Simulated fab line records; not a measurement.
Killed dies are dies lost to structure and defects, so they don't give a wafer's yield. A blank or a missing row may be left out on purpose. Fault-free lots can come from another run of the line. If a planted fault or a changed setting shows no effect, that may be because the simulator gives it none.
What tool caused it?	flow n5_finfet	12 lots, 36 wafers sampled, at 1 step of a route of 1938

## WHAT EACH GAUGE READ, for each wafer
N5_BEOL_M11_INSPECT_30: inspects for defects (brightfield).
lot	measured	on	raw_defect_count
L076	day 10 04:50	defect_inspect-01	704 545 454
L077	day 10 19:33	defect_inspect-02	662 561 513
L079	day 11 06:08	defect_inspect-01	547 568 621
L081	day 11 19:06	defect_inspect-01	515 397 413
L082	day 12 02:40	defect_inspect-02	394 324 333
L085	day 12 13:59	defect_inspect-01	414 713 560
L087	day 13 02:07	defect_inspect-01	367 285 348
L090	day 13 11:59	defect_inspect-01	414 437 353
L089	day 13 20:19	defect_inspect-01	570 426 400
L093	day 14 07:52	defect_inspect-01	253 423 542
L095	day 14 16:46	defect_inspect-01	297 408 446
L097	day 15 22:16	defect_inspect-02	328 257 362

## WHICH TOOL RAN EACH LOT (tool, then ch and the chambers of the sampled wafers, then the start)
Before these readings, the record contains no process step.

## THE ANSWER, worked out from the rows above alone
Rule: the usual values come from the lots themselves. Put in order of their means at a reading, lots are off if they are a third of the lots or fewer, leave a main group of 4 or more, and stand apart from it by a gap of 3 or more times the standard deviation of the main group's means; of several such gaps the widest counts. A main group whose means are all the same, to the digits that the tables above print for the reading, isn't used. Also off: a lot with no number at a reading for which 4 or more lots have one. All remaining lots with rows at the step are treated as sound.
None of the lots is off at any reading shown; this tells nothing.

## WHAT THE SIMULATOR HAD PUT IN
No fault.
